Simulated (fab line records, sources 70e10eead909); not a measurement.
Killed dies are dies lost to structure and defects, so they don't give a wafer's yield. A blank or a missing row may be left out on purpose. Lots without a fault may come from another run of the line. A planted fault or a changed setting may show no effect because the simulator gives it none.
Which tool did it? | flow nand_harc | 24 lots, 72 wafers sampled, at 6 steps of a route of 1302

WHAT THE GAUGES READ, wafer by wafer
The record holds no reading of a measuring or inspecting step that can be judged against a usual standard deviation.

WHICH TOOL RAN EACH LOT (tool, then ch and the chambers of the sampled wafers, then the start)
lot  | NHARC_A_CHANNEL_FILL_D2_ALD_03                 | NHARC_A_CHANNEL_FILL_D2_ALD_16   | NHARC_A_CHANNEL_FILL_D2_ETCHBACK_20 | NHARC_A_STAIRCASE_ETCH_169         | NHARC_A_STAIRCASE_ETCH_19                     | NHARC_A_STAIRCASE_TRIM_196
L075 | ald_sin_batch-02 ch 0, day 14 23:10 or earlier | ald_hk-03 ch 0,1,3, day 14 23:10 | rie_diel-10 ch 2,3, day 15 11:37    | rie_diel-04 ch 0,1,3, day 16 16:10 | rie_diel-01 ch 0,2, day 17 00:35 or earlier   | rie_diel-08 ch 1,2,3, day 17 00:35
L074 | ald_sin_batch-01 ch 0, day 14 23:10 or earlier | ald_hk-02 ch 0,2,3, day 14 23:10 | rie_diel-06 ch 0,2,3, day 15 11:37  | rie_diel-01 ch 0,1,2, day 16 13:09 | rie_diel-01 ch 0,2,3, day 16 19:54 or earlier | rie_diel-01 ch 0,2,3, day 16 19:54
L076 | ald_sin_batch-01 ch 0, day 15 10:25 or earlier | ald_hk-02 ch 1,2,3, day 15 10:25 | rie_diel-10 ch 0,2, day 15 21:45    | rie_diel-08 ch 1,3, day 16 23:52   | rie_diel-08 ch 2,3, day 17 07:44 or earlier   | rie_diel-04 ch 1,2, day 17 07:44
L077 | ald_sin_batch-01 ch 0, day 15 15:19 or earlier | ald_hk-03 ch 0,2,3, day 15 15:19 | rie_diel-10 ch 0,3, day 16 03:16    | rie_diel-04 ch 0,2,3, day 17 05:12 | rie_diel-08 ch 2,3, day 17 12:02 or earlier   | rie_diel-08 ch 2,3, day 17 12:02
L079 | ald_sin_batch-03 ch 0, day 15 22:48 or earlier | ald_hk-04 ch 2,3, day 15 22:48   | rie_diel-06 ch 0,1, day 16 11:16    | rie_diel-08 ch 0,1,3, day 17 12:31 | rie_diel-01 ch 1,2, day 17 19:02 or earlier   | rie_diel-08 ch 2,3, day 17 19:02
L078 | ald_sin_batch-03 ch 0, day 16 12:49 or earlier | ald_hk-03 ch 1,2, day 16 12:49   | rie_diel-10 ch 0,2,3, day 17 00:52  | rie_diel-01 ch 2,3, day 18 03:09   | rie_diel-08 ch 1,3, day 18 10:44 or earlier   | rie_diel-04 ch 1,3, day 18 10:44
L080 | ald_sin_batch-02 ch 0, day 16 16:29 or earlier | ald_hk-02 ch 0,3, day 16 16:29   | rie_diel-06 ch 0,3, day 17 05:10    | rie_diel-08 ch 1,2,3, day 18 06:49 | rie_diel-01 ch 0,1,2, day 18 13:35 or earlier | rie_diel-01 ch 0,1,2, day 18 13:35
L081 | ald_sin_batch-03 ch 0, day 17 04:43 or earlier | ald_hk-04 ch 1,2,3, day 17 04:43 | rie_diel-13 ch 0,3, day 17 16:39    | rie_diel-04 ch 0,1,3, day 18 22:19 | rie_diel-01 ch 0,3, day 19 04:56 or earlier   | rie_diel-04 ch 1,3, day 19 04:56
L082 | ald_sin_batch-03 ch 0, day 17 04:39 or earlier | ald_hk-03 ch 2,3, day 17 04:39   | rie_diel-10 ch 0,1,2, day 17 16:40  | rie_diel-04 ch 0,1,2, day 18 18:14 | rie_diel-04 ch 0,1, day 19 00:40 or earlier   | rie_diel-04 ch 0,1,2, day 19 00:40
L083 | ald_sin_batch-02 ch 0, day 18 09:03 or earlier | ald_hk-03 ch 0,1, day 18 09:03   | rie_diel-10 ch 0,3, day 18 20:50    | rie_diel-01 ch 1,2,3, day 19 22:02 | rie_diel-04 ch 0,2,3, day 20 05:04 or earlier | rie_diel-08 ch 0,3, day 20 05:04
L084 | ald_sin_batch-02 ch 0, day 18 08:55 or earlier | ald_hk-03 ch 0,1,2, day 18 08:55 | rie_diel-13 ch 0,1,2, day 18 20:49  | rie_diel-08 ch 1,2,3, day 20 01:22 | rie_diel-08 ch 0,1,2, day 20 08:37 or earlier | rie_diel-08 ch 1,2,3, day 20 08:37
L085 | ald_sin_batch-02 ch 0, day 18 21:25 or earlier | ald_hk-03 ch 1,2,3, day 18 21:25 | rie_diel-10 ch 1,3, day 19 09:47    | rie_diel-04 ch 2,3, day 20 14:11   | rie_diel-01 ch 1,2, day 20 20:53 or earlier   | rie_diel-08 ch 0,2,3, day 20 20:53
L086 | ald_sin_batch-03 ch 0, day 19 13:41 or earlier | ald_hk-04 ch 0,3, day 19 13:41   | rie_diel-06 ch 3, day 20 05:17      | rie_diel-04 ch 1,3, day 21 06:29   | rie_diel-01 ch 0,2, day 21 16:12 or earlier   | rie_diel-04 ch 0,1,2, day 21 16:12
L087 | ald_sin_batch-01 ch 0, day 19 17:13 or earlier | ald_hk-04 ch 1,2,3, day 19 17:13 | rie_diel-13 ch 0,2,3, day 20 05:16  | rie_diel-08 ch 0,2,3, day 21 06:19 | rie_diel-01 ch 0,2,3, day 21 14:58 or earlier | rie_diel-01 ch 0,1,2, day 21 14:58
L088 | ald_sin_batch-01 ch 0, day 20 00:46 or earlier | ald_hk-02 ch 1,2,3, day 20 00:46 | rie_diel-10 ch 0,2, day 20 13:28    | rie_diel-01 ch 0,2,3, day 21 14:30 | rie_diel-08 ch 2,3, day 21 21:24 or earlier   | rie_diel-08 ch 0,2,3, day 21 21:24
L089 | ald_sin_batch-01 ch 0, day 20 00:43 or earlier | ald_hk-03 ch 1,2,3, day 20 00:43 | rie_diel-13 ch 0,1,3, day 20 13:29  | rie_diel-04 ch 1,2,3, day 21 17:32 | rie_diel-04 ch 0,1,2, day 22 00:37 or earlier | rie_diel-01 ch 0,2,3, day 22 00:37
L090 | ald_sin_batch-02 ch 0, day 20 12:27 or earlier | ald_hk-02 ch 0,1,3, day 20 12:27 | rie_diel-13 ch 0,1,2, day 20 23:50  | rie_diel-01 ch 0,3, day 22 00:51   | rie_diel-04 ch 2,3, day 22 08:35 or earlier   | rie_diel-04 ch 0,1, day 22 08:35
L091 | ald_sin_batch-01 ch 0, day 21 05:53 or earlier | ald_hk-04 ch 0,2,3, day 21 05:53 | rie_diel-13 ch 0,1,3, day 21 19:48  | rie_diel-04 ch 1,2,3, day 22 20:20 | rie_diel-01 ch 0,2,3, day 23 02:38 or earlier | rie_diel-01 ch 1,2, day 23 02:38
L093 | ald_sin_batch-03 ch 0, day 21 13:56 or earlier | ald_hk-02 ch 1,2,3, day 21 13:56 | rie_diel-06 ch 0,2, day 22 01:52    | rie_diel-01 ch 0,1,2, day 23 09:23 | rie_diel-01 ch 0,2,3, day 23 19:40 or earlier | rie_diel-01 ch 0,2,3, day 23 19:40
L092 | ald_sin_batch-01 ch 0, day 21 18:08 or earlier | ald_hk-04 ch 1,2,3, day 21 18:08 | rie_diel-10 ch 0,1,2, day 22 06:14  | rie_diel-08 ch 0,1,2, day 23 06:19 | rie_diel-01 ch 0,1,2, day 23 14:02 or earlier | rie_diel-08 ch 0,2, day 23 14:02
L094 | ald_sin_batch-02 ch 0, day 22 01:40 or earlier | ald_hk-02 ch 0,1,2, day 22 01:40 | rie_diel-10 ch 0,1,2, day 22 13:31  | rie_diel-04 ch 1,3, day 23 15:56   | rie_diel-01 ch 0,1,2, day 24 00:48 or earlier | rie_diel-01 ch 0,2,3, day 24 00:48
L095 | ald_sin_batch-03 ch 0, day 23 05:26 or earlier | ald_hk-03 ch 0,1,3, day 23 05:26 | rie_diel-06 ch 0,1,3, day 23 17:29  | rie_diel-04 ch 0,2,3, day 24 18:47 | rie_diel-01 ch 0,2,3, day 25 05:53 or earlier | rie_diel-04 ch 0,1,3, day 25 05:53
L096 | ald_sin_batch-02 ch 0, day 23 19:19 or earlier | ald_hk-03 ch 1,2,3, day 23 19:19 | rie_diel-06 ch 0,2,3, day 24 07:34  | rie_diel-04 ch 0,2,3, day 25 08:44 | rie_diel-04 ch 1,2,3, day 25 16:22 or earlier | rie_diel-01 ch 0, day 25 16:22
L097 | ald_sin_batch-02 ch 0, day 23 19:19 or earlier | ald_hk-02 ch 0,3, day 23 19:19   | rie_diel-13 ch 0,1, day 24 07:34    | rie_diel-04 ch 0,2,3, day 25 08:29 | rie_diel-04 ch 0,1,3, day 25 16:06 or earlier | rie_diel-04 ch 0,1,3, day 25 16:06
- NHARC_A_CHANNEL_FILL_D2_ALD_03: deposits SiNx, target thk 6 nm, pulse time 60 s, ald cycles 58.
- NHARC_A_CHANNEL_FILL_D2_ALD_16: deposits SiO2, target thk 1.5 nm, pulse time 10 s, ald cycles 15.
- NHARC_A_CHANNEL_FILL_D2_ETCHBACK_20: etches the open film in C4F8/O2/Ar, target depth 27 nm, time 13.5 s.
- NHARC_A_STAIRCASE_ETCH_169: etches the open film in CH3F/O2, target depth 50 nm, time 107.1 s.
- NHARC_A_STAIRCASE_ETCH_19: etches the open film in C4F8/O2, target depth 100 nm, time 40.5 s.
- NHARC_A_STAIRCASE_TRIM_196: chemistry O2, time 211.2 s.

WHAT THE TOOLS THEMSELVES READ (means of the sampled wafers that have a number; where no wafer has one, the mark that the record gives instead)
NHARC_A_CHANNEL_FILL_D2_ALD_03.
lot  | tool             | precursor_pulse_height_rel
L075 | ald_sin_batch-02 | 1.007
L074 | ald_sin_batch-01 | 1.011
L076 | ald_sin_batch-01 | 1.012
L077 | ald_sin_batch-01 | 0.996
L079 | ald_sin_batch-03 | 1.013
L078 | ald_sin_batch-03 | 1.009
L080 | ald_sin_batch-02 | 0.985
L081 | ald_sin_batch-03 | 1.001
L082 | ald_sin_batch-03 | 0.985
L083 | ald_sin_batch-02 | 1.014
L084 | ald_sin_batch-02 | 1.005
L085 | ald_sin_batch-02 | 0.981
L086 | ald_sin_batch-03 | 0.993
L087 | ald_sin_batch-01 | 1.007
L088 | ald_sin_batch-01 | 1.017
L089 | ald_sin_batch-01 | 0.984
L090 | ald_sin_batch-02 | 1.005
L091 | ald_sin_batch-01 | 1.009
L093 | ald_sin_batch-03 | 1.009
L092 | ald_sin_batch-01 | 1.000
L094 | ald_sin_batch-02 | 1.003
L095 | ald_sin_batch-03 | 0.993
L096 | ald_sin_batch-02 | 0.995
L097 | ald_sin_batch-02 | 1.001

NHARC_A_CHANNEL_FILL_D2_ALD_16.
lot  | tool      | heater_power_w (W) | precursor_pulse_height_rel
L075 | ald_hk-03 | 448                | 0.979
L074 | ald_hk-02 | 504                | 0.977
L076 | ald_hk-02 | 478                | 0.994
L077 | ald_hk-03 | 504                | 0.981
L079 | ald_hk-04 | 545                | 0.980
L078 | ald_hk-03 | 554                | 0.999
L080 | ald_hk-02 | 559                | 1.000
L081 | ald_hk-04 | 514                | 0.998
L082 | ald_hk-03 | 503                | 0.988
L083 | ald_hk-03 | 434                | 1.003
L084 | ald_hk-03 | 494                | 0.978
L085 | ald_hk-03 | 513                | 1.006
L086 | ald_hk-04 | 545                | 0.992
L087 | ald_hk-04 | 529                | 0.986
L088 | ald_hk-02 | 494                | 0.987
L089 | ald_hk-03 | 516                | 0.996
L090 | ald_hk-02 | 497                | 1.005
L091 | ald_hk-04 | 570                | 1.002
L093 | ald_hk-02 | 497                | 1.021
L092 | ald_hk-04 | 527                | 0.995
L094 | ald_hk-02 | 446                | 1.003
L095 | ald_hk-03 | 457                | 1.000
L096 | ald_hk-03 | 512                | 1.011
L097 | ald_hk-02 | 595                | 0.987

NHARC_A_CHANNEL_FILL_D2_ETCHBACK_20.
lot  | tool        | oes_product_au (a.u.) | rf_vpp_V (V)
L075 | rie_diel-10 | 0.991                 | 979
L074 | rie_diel-06 | 0.997                 | 979
L076 | rie_diel-10 | 0.980                 | 977
L077 | rie_diel-10 | 0.984                 | 984
L079 | rie_diel-06 | 0.967                 | 981
L078 | rie_diel-10 | 0.982                 | 981
L080 | rie_diel-06 | 1.008                 | 974
L081 | rie_diel-13 | 0.916                 | 971
L082 | rie_diel-10 | 0.951                 | 975
L083 | rie_diel-10 | 0.996                 | 982
L084 | rie_diel-13 | 0.953                 | 970
L085 | rie_diel-10 | 0.994                 | 980
L086 | rie_diel-06 | 1.006                 | 974
L087 | rie_diel-13 | 0.995                 | 972
L088 | rie_diel-10 | 0.986                 | 976
L089 | rie_diel-13 | 0.993                 | 972
L090 | rie_diel-13 | 0.994                 | 970
L091 | rie_diel-13 | 0.923                 | 972
L093 | rie_diel-06 | 0.995                 | 984
L092 | rie_diel-10 | 0.991                 | 975
L094 | rie_diel-10 | 0.995                 | 975
L095 | rie_diel-06 | 0.981                 | 977
L096 | rie_diel-06 | 1.002                 | 979
L097 | rie_diel-13 | 1.006                 | 976

NHARC_A_STAIRCASE_ETCH_169.
lot  | tool        | drypump_motor_current_A (A) | o2_flow_sccm (sccm) | oes_product_au (a.u.) | rf_vpp_V (V) | showerhead_plenum_p_Torr (Torr) | throttle_valve_pct (%)
L075 | rie_diel-04 | 5.3                         | 29.93               | 0.931                 | 245.2        | 2.51                            | 20.662
L074 | rie_diel-01 | 5.5                         | 30.03               | 0.954                 | 242.4        | 2.34                            | 20.660
L076 | rie_diel-08 | 5.8                         | 30.04               | 0.947                 | 244.1        | 2.44                            | 20.673
L077 | rie_diel-04 | 5.6                         | 30.01               | 0.954                 | 245.2        | 2.50                            | 20.667
L079 | rie_diel-08 | 5.6                         | 30.05               | 0.950                 | 244.0        | 2.40                            | 20.666
L078 | rie_diel-01 | 5.4                         | 29.96               | 0.962                 | 242.7        | 2.33                            | 20.670
L080 | rie_diel-08 | 5.9                         | 30.01               | 0.959                 | 244.0        | 2.43                            | 20.667
L081 | rie_diel-04 | 5.3                         | 29.94               | 0.971                 | 245.4        | 2.50                            | 20.665
L082 | rie_diel-04 | 5.6                         | 29.98               | 0.963                 | 244.4        | 2.46                            | 20.659
L083 | rie_diel-01 | 5.9                         | 30.06               | 0.974                 | 242.7        | 2.34                            | 20.664
L084 | rie_diel-08 | 5.8                         | 29.96               | 0.963                 | 243.3        | 2.43                            | 20.664
L085 | rie_diel-04 | 5.9                         | 30.04               | 0.953                 | 244.5        | 2.41                            | 20.654
L086 | rie_diel-04 | 5.5                         | 29.95               | 0.983                 | 243.3        | 2.43                            | 20.661
L087 | rie_diel-08 | 5.7                         | 29.99               | 0.976                 | 242.8        | 2.37                            | 20.660
L088 | rie_diel-01 | 5.3                         | 30.07               | 0.968                 | 242.8        | 2.33                            | 20.664
L089 | rie_diel-04 | 5.7                         | 30.02               | 0.968                 | 243.8        | 2.42                            | 20.664
L090 | rie_diel-01 | 5.3                         | 30.02               | 0.950                 | 243.1        | 2.34                            | 20.661
L091 | rie_diel-04 | 5.7                         | 30.02               | 0.958                 | 244.1        | 2.41                            | 20.660
L093 | rie_diel-01 | 5.5                         | 30.00               | 0.946                 | 242.5        | 2.32                            | 20.670
L092 | rie_diel-08 | 5.7                         | 30.05               | 0.957                 | 243.1        | 2.38                            | 20.664
L094 | rie_diel-04 | 5.5                         | 30.06               | 0.961                 | 243.5        | 2.42                            | 20.661
L095 | rie_diel-04 | 5.5                         | 30.08               | 0.951                 | 244.7        | 2.47                            | 20.666
L096 | rie_diel-04 | 5.6                         | 30.02               | 0.943                 | 245.1        | 2.47                            | 20.669
L097 | rie_diel-04 | 5.6                         | 29.97               | 0.942                 | 244.7        | 2.47                            | 20.655

NHARC_A_STAIRCASE_ETCH_19.
lot  | tool        | oes_product_au (a.u.) | rf_vpp_V (V)
L075 | rie_diel-01 | 0.944                 | 889
L074 | rie_diel-01 | 0.937                 | 891
L076 | rie_diel-08 | 0.920                 | 894
L077 | rie_diel-08 | 0.935                 | 894
L079 | rie_diel-01 | 0.951                 | 890
L078 | rie_diel-08 | 0.940                 | 896
L080 | rie_diel-01 | 0.936                 | 889
L081 | rie_diel-01 | 0.947                 | 890
L082 | rie_diel-04 | 0.957                 | 900
L083 | rie_diel-04 | 0.949                 | 898
L084 | rie_diel-08 | 0.928                 | 893
L085 | rie_diel-01 | 0.945                 | 888
L086 | rie_diel-01 | 0.939                 | 889
L087 | rie_diel-01 | 0.930                 | 889
L088 | rie_diel-08 | 0.946                 | 893
L089 | rie_diel-04 | 0.949                 | 896
L090 | rie_diel-04 | 0.933                 | 896
L091 | rie_diel-01 | 0.960                 | 889
L093 | rie_diel-01 | 0.944                 | 889
L092 | rie_diel-01 | 0.933                 | 888
L094 | rie_diel-01 | 0.944                 | 888
L095 | rie_diel-01 | 0.932                 | 895
L096 | rie_diel-04 | 0.960                 | 893
L097 | rie_diel-04 | 0.960                 | 897

NHARC_A_STAIRCASE_TRIM_196.
lot  | tool        | drypump_motor_current_A (A) | o2_flow_sccm (sccm) | oes_product_au (a.u.) | rf_vpp_V (V) | showerhead_plenum_p_Torr (Torr) | throttle_valve_pct (%)
L075 | rie_diel-08 | 5.9                         | 500.7               | 0.984                 | 57.0         | 3.50                            | 17.030
L074 | rie_diel-01 | 5.4                         | 499.5               | 1.001                 | 55.9         | 3.37                            | 17.041
L076 | rie_diel-04 | 5.7                         | 499.4               | 0.994                 | 57.1         | 3.45                            | 17.042
L077 | rie_diel-08 | 5.9                         | 500.7               | 0.988                 | 56.9         | 3.46                            | 17.045
L079 | rie_diel-08 | 5.9                         | 500.2               | 0.985                 | 58.1         | 3.46                            | 17.033
L078 | rie_diel-04 | 5.4                         | 499.4               | 1.003                 | 58.5         | 3.54                            | 17.043
L080 | rie_diel-01 | 5.5                         | 500.7               | 1.008                 | 57.5         | 3.36                            | 17.032
L081 | rie_diel-04 | 5.4                         | 500.7               | 1.000                 | 58.1         | 3.54                            | 17.034
L082 | rie_diel-04 | 5.6                         | 500.8               | 1.003                 | 57.7         | 3.53                            | 17.038
L083 | rie_diel-08 | 5.7                         | 498.5               | 0.998                 | 57.0         | 3.41                            | 17.037
L084 | rie_diel-08 | 5.8                         | 500.1               | 0.997                 | 58.0         | 3.48                            | 17.041
L085 | rie_diel-08 | 5.7                         | 501.5               | 0.990                 | 57.8         | 3.40                            | 17.039
L086 | rie_diel-04 | 5.6                         | 500.5               | 0.999                 | 58.1         | 3.52                            | 17.033
L087 | rie_diel-01 | 5.5                         | 500.2               | 1.005                 | 57.1         | 3.35                            | 17.041
L088 | rie_diel-08 | 5.7                         | 499.5               | 1.001                 | 58.2         | 3.40                            | 17.041
L089 | rie_diel-01 | 5.3                         | 499.5               | 1.001                 | 57.4         | 3.35                            | 17.032
L090 | rie_diel-04 | 5.2                         | 501.7               | 1.014                 | 57.7         | 3.62                            | 17.035
L091 | rie_diel-01 | 6.0                         | 502.1               | 1.006                 | 56.9         | 3.35                            | 17.031
L093 | rie_diel-01 | 5.4                         | 499.6               | 0.990                 | 58.1         | 3.34                            | 17.033
L092 | rie_diel-08 | 5.5                         | 499.7               | 0.997                 | 56.7         | 3.34                            | 17.025
L094 | rie_diel-01 | 5.4                         | 498.5               | 1.004                 | 57.3         | 3.34                            | 17.035
L095 | rie_diel-04 | 5.4                         | 500.5               | 1.007                 | 56.8         | 3.56                            | 17.034
L096 | rie_diel-01 | 4.9                         | 500.2               | 1.004                 | 58.3         | 3.34                            | 17.035
L097 | rie_diel-04 | 5.4                         | 498.9               | 1.017                 | 57.6         | 3.56                            | 17.040

THE ANSWER, worked out from the rows above alone
Rule: what is usual is taken from the lots themselves. Put in order of their means at a reading, lots are off if they are a third of the lots or fewer, leave a main group of 4 or more, and stand apart from it by a gap of 3 or more times the standard deviation of the main group's means; of several such gaps the widest counts. A main group whose means are all the same, to the digits that the tables above print for the reading, isn't used. A lot without any number at a reading at which 4 lots or more have one is off too. The other lots that the step has rows for count as sound. The gauges are gone through in route order, then the tools' own readings, and for those a lot's mean is taken as printed above. The first step at which some lot is off is used, and at that step the reading that is off furthest; a lot without a number counts as furthest.
No lot is off at any reading shown: from this, nothing can be told.

WHAT THE SIMULATOR HAD PUT IN
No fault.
